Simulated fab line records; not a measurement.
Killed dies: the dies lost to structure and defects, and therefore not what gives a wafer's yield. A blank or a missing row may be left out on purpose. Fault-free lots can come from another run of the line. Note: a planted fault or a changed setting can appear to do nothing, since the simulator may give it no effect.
What tool caused it? / flow nandHarc / Sampling: 13 lots, 39 wafers, 6 of 1302 route steps

## WHAT THE GAUGES SHOWED, per wafer
NHARC_A_M1_INSPECT_11. Usual: rawDefectCount reads 81 (standard deviation 34).
lot=L945; measured=day 22 16:58; on=defectInspect-02; rawDefectCount=21 20 20; flag=
lot=L946; measured=day 23 11:56; on=defectInspect-01; rawDefectCount=94 114 88; flag=
lot=L948; measured=day 23 19:25; on=defectInspect-02; rawDefectCount=67 61 57; flag=
lot=L950; measured=day 24 22:34; on=defectInspect-01; rawDefectCount=75 67 72; flag=
lot=L957; measured=day 27 18:15; on=defectInspect-01; rawDefectCount=82 76 80; flag=
lot=L958; measured=day 28 22:53; on=defectInspect-02; rawDefectCount=44 47 40; flag=
lot=L959; measured=day 29 02:32; on=defectInspect-01; rawDefectCount=30 23 23; flag=
lot=L962; measured=day 29 22:49; on=defectInspect-02; rawDefectCount=28 27 21; flag=
lot=L961; measured=day 29 23:37; on=defectInspect-02; rawDefectCount=57 53 63; flag=
lot=L965; measured=day 30 23:18; on=defectInspect-01; rawDefectCount=93 78 106; flag=
lot=L966; measured=day 31 22:27; on=defectInspect-01; rawDefectCount=77 80 83; flag=
lot=L967; measured=day 32 12:11; on=defectInspect-01; rawDefectCount=45 46 47; flag=
lot=L968; measured=day 33 03:58; on=defectInspect-01; rawDefectCount=74 74 64; flag=

NHARC_A_M1_CD_MEAS_16. Usual: cdNm reads 119.9 nm (standard deviation 0.79).
lot=L945; measured=day 22 17:19; on=cdSem-01; cdNm (nm)=120.3 121.0 119.8; flag=
lot=L946; measured=day 23 12:19; on=cdSem-03; cdNm (nm)=120.1 120.3 120.4; flag=
lot=L948; measured=day 23 19:47; on=cdSem-01; cdNm (nm)=122.0 121.6 122.3; flag=
lot=L950; measured=day 24 22:56; on=cdSem-02; cdNm (nm)=120.1 119.9 119.7; flag=
lot=L957; measured=day 27 18:37; on=cdSem-03; cdNm (nm)=119.3 119.6 118.4; flag=
lot=L958; measured=day 28 23:14; on=cdSem-02; cdNm (nm)=119.8 119.1 118.8; flag=
lot=L959; measured=day 29 02:54; on=cdSem-02; cdNm (nm)=119.7 120.8 119.5; flag=
lot=L962; measured=day 29 23:11; on=cdSem-02; cdNm (nm)=120.4 118.9 120.1; flag=
lot=L961; measured=day 29 23:59; on=cdSem-03; cdNm (nm)=119.9 120.4 120.2; flag=
lot=L965; measured=day 30 23:40; on=cdSem-03; cdNm (nm)=119.7 119.5 118.8; flag=
lot=L966; measured=day 31 22:49; on=cdSem-02; cdNm (nm)=120.7 119.9 118.9; flag=
lot=L967; measured=day 32 12:38; on=cdSem-01; cdNm (nm)=122.3 120.3 121.4; flag=
lot=L968; measured=day 33 04:20; on=cdSem-02; cdNm (nm)=120.1 119.3 120.0; flag=

NHARC_END_SORT_01. Usual: for defectLimitedYield, 91.2 % with a standard deviation of 2.8; for killedAtArray, 56 with a standard deviation of 19; for killedAtOther, 0.8 with a standard deviation of 1.1; for killedAtPeriphery, 3.4 with a standard deviation of 2.5; for killedDies, 60 with a standard deviation of 19; for killedOpen, 2.9 with a standard deviation of 1.7; for killedShort, 2.4 with a standard deviation of 1.6.
lot=L957; measured=day 29 09:18; on=prober-02; defectLimitedYield (%)=92.6 92.0 90.4; killedAtArray=48 50 59; killedAtOther=0 0 0; killedAtPeriphery=2 4 6; killedDies=50 54 65; killedOpen=2 2 3; killedShort=0 0 3; flag=
lot=L962; measured=day 31 10:25; on=prober-02; defectLimitedYield (%)=95.0 96.2 95.0; killedAtArray=32 24 29; killedAtOther=0 0 1; killedAtPeriphery=2 2 4; killedDies=34 26 34; killedOpen=1 3 7; killedShort=5 1 4; flag=
lot=L961; measured=day 31 09:37; on=prober-01; defectLimitedYield (%)=93.1 93.1 92.5; killedAtArray=44 42 46; killedAtOther=3 2 2; killedAtPeriphery=0 3 3; killedDies=47 47 51; killedOpen=3 3 3; killedShort=5 4 3; flag=

## EACH LOT AND THE TOOL THAT RAN IT (in order: tool; ch and the chambers of the sampled wafers; start)
lot=L945; NHARC_A_M0_PVD_20=pvdSputter-02, day 22 15:44 or earlier; NHARC_A_M0_DEP_32=pecvd-02 ch 0,1,2, day 22 15:44; NHARC_A_M1_DEVELOP_08=lithoTrack-06 ch 0, day 22 16:00
lot=L946; NHARC_A_M0_PVD_20=pvdSputter-03, day 23 10:49 or earlier; NHARC_A_M0_DEP_32=pecvd-01 ch 0,1,2, day 23 10:49; NHARC_A_M1_DEVELOP_08=lithoTrack-06 ch 0, day 23 11:00
lot=L948; NHARC_A_M0_PVD_20=pvdSputter-03, day 23 18:08 or earlier; NHARC_A_M0_DEP_32=pecvd-03 ch 0,1, day 23 18:08; NHARC_A_M1_DEVELOP_08=lithoTrack-06 ch 0, day 23 19:00
lot=L950; NHARC_A_M0_PVD_20=pvdSputter-03, day 24 21:12 or earlier; NHARC_A_M0_DEP_32=pecvd-03 ch 0,1, day 24 21:12; NHARC_A_M1_DEVELOP_08=lithoTrack-01 ch 0, day 24 22:00
lot=L957; NHARC_A_M0_PVD_20=pvdSputter-01, day 27 16:55 or earlier; NHARC_A_M0_DEP_32=pecvd-03 ch 0,2, day 27 16:55; NHARC_A_M1_DEVELOP_08=lithoTrack-06 ch 0, day 27 18:00
lot=L958; NHARC_A_M0_PVD_20=pvdSputter-01, day 28 21:43 or earlier; NHARC_A_M0_DEP_32=pecvd-01 ch 0,1, day 28 21:43; NHARC_A_M1_DEVELOP_08=lithoTrack-01 ch 0, day 28 22:00
lot=L959; NHARC_A_M0_PVD_20=pvdSputter-01, day 29 01:13 or earlier; NHARC_A_M0_DEP_32=pecvd-03 ch 1,2, day 29 01:13; NHARC_A_M1_DEVELOP_08=lithoTrack-04 ch 0, day 29 02:00
lot=L962; NHARC_A_M0_PVD_20=pvdSputter-01, day 29 21:19 or earlier; NHARC_A_M0_DEP_32=pecvd-02 ch 0,2, day 29 21:19; NHARC_A_M1_DEVELOP_08=lithoTrack-04 ch 0, day 29 22:00
lot=L961; NHARC_A_M0_PVD_20=pvdSputter-02, day 29 22:08 or earlier; NHARC_A_M0_DEP_32=pecvd-02 ch 0,2, day 29 22:08; NHARC_A_M1_DEVELOP_08=lithoTrack-06 ch 0, day 29 23:00
lot=L965; NHARC_A_M0_PVD_20=pvdSputter-02, day 30 21:50 or earlier; NHARC_A_M0_DEP_32=pecvd-03 ch 0,2, day 30 21:50; NHARC_A_M1_DEVELOP_08=lithoTrack-01 ch 0, day 30 23:00
lot=L966; NHARC_A_M0_PVD_20=pvdSputter-01, day 31 20:57 or earlier; NHARC_A_M0_DEP_32=pecvd-02 ch 0,2, day 31 20:57; NHARC_A_M1_DEVELOP_08=lithoTrack-01 ch 0, day 31 22:00
lot=L967; NHARC_A_M0_PVD_20=pvdSputter-03, day 32 10:59 or earlier; NHARC_A_M0_DEP_32=pecvd-03 ch 0,1,2, day 32 10:59; NHARC_A_M1_DEVELOP_08=lithoTrack-01 ch 0, day 32 11:00
lot=L968; NHARC_A_M0_PVD_20=pvdSputter-03, day 33 02:50 or earlier; NHARC_A_M0_DEP_32=pecvd-03 ch 0,1,2, day 33 02:50; NHARC_A_M1_DEVELOP_08=lithoTrack-06 ch 0, day 33 03:00
- NHARC_A_M0_PVD_20: deposits TaN, target thk 5 nm, time 8.06 s.
- NHARC_A_M0_DEP_32: deposits SiCN, target thk 30 nm.
- NHARC_A_M1_DEVELOP_08: develop time 35 s.

## WHAT THE TOOLS THEMSELVES READ (means of the sampled wafers that have a number; where no wafer has one, the mark that the record gives instead)
NHARC_A_M0_PVD_20. Usual: biasV 168.4 V, standard deviation 1.6; throttleValvePct 29.6 %, standard deviation 1.2.
lot=L945; tool=pvdSputter-02; biasV (V)=170.4; throttleValvePct (%)=29.1; flag=
lot=L946; tool=pvdSputter-03; biasV (V)=168.2; throttleValvePct (%)=29.9; flag=
lot=L948; tool=pvdSputter-03; biasV (V)=166.3; throttleValvePct (%)=30.2; flag=
lot=L950; tool=pvdSputter-03; biasV (V)=167.2; throttleValvePct (%)=29.4; flag=
lot=L957; tool=pvdSputter-01; biasV (V)=168.0; throttleValvePct (%)=30.1; flag=
lot=L958; tool=pvdSputter-01; biasV (V)=168.4; throttleValvePct (%)=31.0; flag=
lot=L959; tool=pvdSputter-01; biasV (V)=169.2; throttleValvePct (%)=30.3; flag=
lot=L962; tool=pvdSputter-01; biasV (V)=169.1; throttleValvePct (%)=31.0; flag=
lot=L961; tool=pvdSputter-02; biasV (V)=168.2; throttleValvePct (%)=28.4; flag=
lot=L965; tool=pvdSputter-02; biasV (V)=167.3; throttleValvePct (%)=28.4; flag=
lot=L966; tool=pvdSputter-01; biasV (V)=169.4; throttleValvePct (%)=31.0; flag=
lot=L967; tool=pvdSputter-03; biasV (V)=170.5; throttleValvePct (%)=29.7; flag=
lot=L968; tool=pvdSputter-03; biasV (V)=168.0; throttleValvePct (%)=29.7; flag=

NHARC_A_M0_DEP_32. Usual: heaterPowerW reads 570 W (standard deviation 45).
lot=L945; tool=pecvd-02; heaterPowerW (W)=572; flag=
lot=L946; tool=pecvd-01; heaterPowerW (W)=551; flag=
lot=L948; tool=pecvd-03; heaterPowerW (W)=594; flag=
lot=L950; tool=pecvd-03; heaterPowerW (W)=624; flag=
lot=L957; tool=pecvd-03; heaterPowerW (W)=583; flag=
lot=L958; tool=pecvd-01; heaterPowerW (W)=561; flag=
lot=L959; tool=pecvd-03; heaterPowerW (W)=578; flag=
lot=L962; tool=pecvd-02; heaterPowerW (W)=543; flag=
lot=L961; tool=pecvd-02; heaterPowerW (W)=541; flag=
lot=L965; tool=pecvd-03; heaterPowerW (W)=555; flag=
lot=L966; tool=pecvd-02; heaterPowerW (W)=535; flag=
lot=L967; tool=pecvd-03; heaterPowerW (W)=581; flag=
lot=L968; tool=pecvd-03; heaterPowerW (W)=546; flag=

## THE ANSWER, worked out from the rows above alone
Rule: lot off if the mean of its wafers having a number is beyond 3 standard deviations from the usual mean. Also off: a lot with no number at a reading for which 4 or more lots have one. Any other lot the step has rows for is counted as sound. First the gauges in route order, then the tools' own readings, where a lot's mean is used as printed above. At the first step where some lot is off, the reading lying furthest off is the one used; lots without a number count as furthest.
Across all readings shown, no lot is off: no conclusion can be drawn from this.

## WHAT THE SIMULATOR PUT IN
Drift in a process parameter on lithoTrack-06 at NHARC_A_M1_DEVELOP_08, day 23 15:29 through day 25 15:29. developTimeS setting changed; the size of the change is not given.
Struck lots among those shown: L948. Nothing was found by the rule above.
